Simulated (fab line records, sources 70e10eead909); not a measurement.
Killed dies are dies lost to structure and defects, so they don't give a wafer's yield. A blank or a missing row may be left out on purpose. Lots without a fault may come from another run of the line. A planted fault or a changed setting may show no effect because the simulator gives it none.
Problem report in the 8D (eight disciplines) form, filled by code | flow nand_harc | the parts of the form that need people (team, actions taken, sign-off) are left out

1. THE PROBLEM
heater_power_total_W at NHARC_P_M2_SOFTBAKE_04 reads a mean of 190.94 W on 6 wafers of 2 lots; wafers without a fault read 188.45 W with a standard deviation of 0.13. That is +19 standard deviations from the usual mean.
The step: time 55 s.
First seen on wafer L306.1, day 14 01:00, on litho_track-06. The record holds 39 wafers of 13 lots with a number at this step. Rule for "out", or "out of limits": more than 4 standard deviations from the usual mean. The other wafers with a number count as sound.

2. WHAT IT IS AND WHAT IT IS NOT
question                    | is                                 | is not
which readings at this step | heater_power_total_W, plate_temp_C | -
which lots                  | L306, L307                         | L289, L290, L291, L292, L293, L294, L295, L296, L299, L300, L311
which wafers of those lots  | all that have a number             | -
read on which tools         | litho_track-06                     | litho_track-01, litho_track-04
when                        | from day 14 01:00                  | up to then (30 sound wafers); but 3 sound wafers of L311 came after

3. SUSPECTS, AND WHAT RULES EACH OUT
Counting: a tool at a process step up to the reading stays a suspect if it ran every lot that is out and no sound lot after the first of them.
- rie_diel-05 at NHARC_P_M1_ETCH_15 (etches the open film in C4F8/Ar, target depth 182.5 nm, time 91.2 s): kept. It ran every lot that is out, first L306 (day 13 23:43), and no sound lot after that; its last sound lot up to then is L300 (day 11 11:04). NHARC_P_M1_ETCH_15 gives no start for some lots, so the hours and the order of its lots are those of NHARC_P_M1_CMP_23.
- litho_track-06 at NHARC_P_M2_SOFTBAKE_04 (time 55 s): kept. It ran every lot that is out, first L306 (day 14 01:00), and no sound lot after that; its last sound lot up to then is L300 (day 11 12:00). Its own readings are out on those wafers: heater_power_total_W, plate_temp_C.
Left after counting: rie_diel-05 at NHARC_P_M1_ETCH_15, litho_track-06 at NHARC_P_M2_SOFTBAKE_04.

4. THE CAUSE (what the simulator had put in)
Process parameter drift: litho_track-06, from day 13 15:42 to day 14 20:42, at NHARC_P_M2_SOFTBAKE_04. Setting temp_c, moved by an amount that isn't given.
Counting left 2 suspects, and this tool is among them.

5. THE CHAIN OF EFFECTS, in route order
Each row: a reading whose mean over the struck wafers that have a number lies more than 3 standard deviations from the usual. Only readings for which the record gives a usual standard deviation are gone through. hours: the time from each lot's start at the first step in this table that gives one to its start at this step, as a median over the lots. sigmas: the change in usual standard deviations.
hours | step                   | reading              | usual    | on struck wafers | change | sigmas
0     | NHARC_P_M2_SOFTBAKE_04 | heater_power_total_W | 188.45 W | 190.94           | +2.50  | +19
0     | NHARC_P_M2_SOFTBAKE_04 | plate_temp_C         | 105.00 C | 106.04           | +1.04  | +7.4
The process steps in it:
- NHARC_P_M2_SOFTBAKE_04: time 55 s.

6. WHAT WOULD HAVE CAUGHT IT SOONER
In this record the first reading out of limits was taken at day 14 01:00, 9 hours after the fault began at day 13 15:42.
